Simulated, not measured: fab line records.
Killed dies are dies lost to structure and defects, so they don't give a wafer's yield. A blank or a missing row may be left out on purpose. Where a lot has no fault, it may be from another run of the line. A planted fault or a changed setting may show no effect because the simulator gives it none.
Chamber matching    flow nand harc    4 sister chambers for NHARC_P_GATE_DESCUM_61 on rie diel-13
The step chemistry O2, time 3 s. 4 wafers are shown with their chamber, then 11 later ones without.

## WAFERS, EACH WITH ITS CHAMBER
wafer   chamber  drypump motor current A (A)
L083.2  2        6.6
L091.2  0        5.7
L091.3  3        6.2
L092.2  1        4.9

## WAFERS WITH NO CHAMBER GIVEN
wafer   drypump motor current A (A)
L092.4  5.7
L092.6  6.3
L095.2  6.2
L095.3  5.7
L095.6  5.7
L097.1  5.7
L097.2  6.2
L097.3  4.9
L097.4  6.5
L097.5  4.9
L097.6  5.7

## CHAMBER TAKEN BY EACH
wafer   from the rows above  in truth
L092.4  0                    0
L092.6  3                    3
L095.2  3                    3
L095.3  0                    0
L095.6  0                    0
L097.1  0                    0
L097.2  3                    3
L097.3  1                    1
L097.4  2                    2
L097.5  1                    1
L097.6  0                    0
Correct placement for 11 of the 11. Left unplaced by these rows: 0. Wrongly placed: 0.
How it was worked out, from the rows above alone: a wafer's distance from a chamber is the root of the sum, over the readings, of the square of ((its reading less the chamber's mean) divided by the reading's scatter). The wafer belongs to the nearest chamber; if the next one is less than 2 further off, it can't be placed. Each chamber's mean is taken over the wafers shown for it. The scatter: with one shown wafer a chamber, the root of the mean of the squares of how far each hidden wafer lies from its nearest shown one.
